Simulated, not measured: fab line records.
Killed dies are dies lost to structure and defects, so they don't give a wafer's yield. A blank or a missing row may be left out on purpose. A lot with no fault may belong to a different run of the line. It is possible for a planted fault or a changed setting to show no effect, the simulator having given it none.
Chamber matching / flow n5-finfet / N5_MOL_CONTACT_COAG_ALD_27 on ald-sin-02 has 4 sister chambers
The step deposits SiOC, target thk 17 nm, pulse time 1.5 s, time 2720 s. 8 wafers are shown with their chamber, then 9 later ones without.

WAFERS WITH THEIR CHAMBER
wafer=L082.2; chamber=3; heater-power-w (W)=846; precursor-pulse-height-rel=0.982
wafer=L082.3; chamber=1; heater-power-w (W)=1116; precursor-pulse-height-rel=0.984
wafer=L083.2; chamber=2; heater-power-w (W)=783; precursor-pulse-height-rel=1.006
wafer=L083.4; chamber=0; heater-power-w (W)=947; precursor-pulse-height-rel=1.005
wafer=L083.5; chamber=1; heater-power-w (W)=1151; precursor-pulse-height-rel=1.013
wafer=L086.1; chamber=0; heater-power-w (W)=960; precursor-pulse-height-rel=1.009
wafer=L086.3; chamber=3; heater-power-w (W)=857; precursor-pulse-height-rel=1.006
wafer=L086.4; chamber=2; heater-power-w (W)=784; precursor-pulse-height-rel=1.014

WAFERS WHOSE CHAMBER IS MISSING
wafer=L087.1; heater-power-w (W)=954; precursor-pulse-height-rel=1.000
wafer=L087.3; heater-power-w (W)=850; precursor-pulse-height-rel=1.008
wafer=L087.6; heater-power-w (W)=1112; precursor-pulse-height-rel=0.963
wafer=L088.1; heater-power-w (W)=1106; precursor-pulse-height-rel=1.017
wafer=L088.2; heater-power-w (W)=792; precursor-pulse-height-rel=0.992
wafer=L088.3; heater-power-w (W)=956; precursor-pulse-height-rel=0.982
wafer=L088.4; heater-power-w (W)=835; precursor-pulse-height-rel=1.021
wafer=L088.5; heater-power-w (W)=862; precursor-pulse-height-rel=0.970
wafer=L088.6; heater-power-w (W)=940; precursor-pulse-height-rel=1.005

EACH ONE'S CHAMBER
wafer=L087.1; from the rows above=0; in truth=0
wafer=L087.3; from the rows above=3; in truth=3
wafer=L087.6; from the rows above=1; in truth=1
wafer=L088.1; from the rows above=1; in truth=1
wafer=L088.2; from the rows above=2; in truth=2
wafer=L088.3; from the rows above=0; in truth=0
wafer=L088.4; from the rows above=can't be placed: 3 or 2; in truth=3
wafer=L088.5; from the rows above=3; in truth=3
wafer=L088.6; from the rows above=0; in truth=0
Placed correctly: 8 of 9. Unplaceable from these rows: 1, with the true chamber sitting among the candidates in 1. 0 placed wrongly.
How it was worked out, from the rows above alone: a wafer's distance from a chamber is the root of the sum, over the readings, of the square of ((its reading less the chamber's mean) divided by the reading's scatter). If the next closest chamber is less than 2 further off than the closest, the wafer can't be placed; otherwise it belongs to the closest. Each chamber's mean is taken over the wafers shown for it. The scatter is the square root of a quotient: the sum, over the shown wafers, of each reading's squared deviation from its chamber's mean, divided by wafers minus chambers.
